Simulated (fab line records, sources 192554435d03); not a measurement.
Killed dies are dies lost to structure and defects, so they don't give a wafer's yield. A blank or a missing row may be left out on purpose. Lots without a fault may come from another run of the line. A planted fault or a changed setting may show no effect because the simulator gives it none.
Split-lot experiment | flow n5_finfet | 7 lots, 21 wafers read, on a route of 1938 steps

THE SPLIT
At N5_BEOL_M7_HM_DEP_02 (deposits TiN, target thk 20 nm), the setting target_thk_a was moved away from the recipe's 200 angstrom on 6 of the 21 wafers read, by -9.8% to +9.1%. The other wafers ran this setting at the recipe's value.

The reading is taken at the split's own step.

THE READING
TiN_of_BEOL_M7_HM_DEP_02.thk_nm (the simulator's own value, which no gauge read), in nm, at N5_BEOL_M7_HM_DEP_02 (deposits TiN, target thk 20 nm). The file gives no usual value for it. The 15 wafers here that ran the recipe average 20.0 nm, standard deviation 0.21 nm.

wafer  | tool, chamber at the split | target_thk_a as run, angstrom | against the recipe | TiN_of_BEOL_M7_HM_DEP_02.thk_nm, nm | against lot-mates on the recipe
L075.1 | pvd_sputter-02, -          | 200                           | recipe             | 20                                  | -
L075.5 | pvd_sputter-02, -          | 218.1                         | +9.1%              | 22                                  | +2.0
L075.6 | pvd_sputter-02, -          | 218.1                         | +9.1%              | 22                                  | +2.0
L078.3 | pvd_sputter-01, -          | 200                           | recipe             | 20                                  | -
L078.5 | pvd_sputter-01, -          | 200                           | recipe             | 19.8                                | -
L078.6 | pvd_sputter-01, -          | 216.3                         | +8.2%              | 21.4                                | +1.5
L079.2 | pvd_sputter-02, -          | 212.3                         | +6.2%              | 20.8                                | +1.2
L079.4 | pvd_sputter-02, -          | 212.3                         | +6.2%              | 21                                  | +1.4
L079.6 | pvd_sputter-02, -          | 200                           | recipe             | 19.6                                | -
L085.1 | pvd_sputter-03, -          | 200                           | recipe             | 20.2                                | -
L085.2 | pvd_sputter-03, -          | 200                           | recipe             | 20                                  | -
L085.3 | pvd_sputter-03, -          | 200                           | recipe             | 20.4                                | -
L091.3 | pvd_sputter-02, -          | 200                           | recipe             | 19.8                                | -
L091.5 | pvd_sputter-02, -          | 200                           | recipe             | 19.8                                | -
L091.4 | pvd_sputter-02, -          | 180.5                         | -9.8%              | 18.2                                | -1.6
L093.3 | pvd_sputter-02, -          | 200                           | recipe             | 20.4                                | -
L093.4 | pvd_sputter-02, -          | 200                           | recipe             | 20                                  | -
L093.5 | pvd_sputter-02, -          | 200                           | recipe             | 20                                  | -
L092.2 | pvd_sputter-02, -          | 200                           | recipe             | 20                                  | -
L092.3 | pvd_sputter-02, -          | 200                           | recipe             | 20                                  | -
L092.5 | pvd_sputter-02, -          | 200                           | recipe             | 19.8                                | -

THE FIT
A straight line over all 21 wafers: TiN_of_BEOL_M7_HM_DEP_02.thk_nm changes by +0.191 nm for each +1% of target_thk_a; r = +0.96; the points scatter about the line by 0.23 nm.
The same after taking each lot's own level away (the mean of its wafers on the recipe; 21 wafers): +0.197 nm for each +1%; r = +0.98; scatter 0.15 nm.
On that fit, the largest move of target_thk_a shifts the reading by 1.9 nm.
The lots' own levels span 19.60 to 20.20 nm, that is 2.8 times the standard deviation above.
So the lot-to-lot level changes the slope little: the two slopes agree.
Check: with one of the wafers moved furthest among these (-9.8%) left out of the fit, the line predicts -2.06 nm for it against its lot-mates. It came out at -1.6 nm against them.

OTHER SPLITS ON THESE WAFERS
These wafers also went through other splits before the reading. Each is held against what the fit with the lots' levels taken away leaves over:
other split on the same wafers | wafers away from the commonest value | r with TiN_of_BEOL_M7_HM_DEP_02.thk_nm (lot level and that fit taken away)
N5_BEOL_M6_ETCH_62 time_s      | 4                                    | -0.15
N5_BEOL_M6_EXPOSE_25 dose_mj   | 11                                   | -0.15

THE FILE'S OWN FIT
TiN_of_BEOL_M7_HM_DEP_02.thk_nm changes by +0.192 nm for each +1% of target_thk_a, r = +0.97.
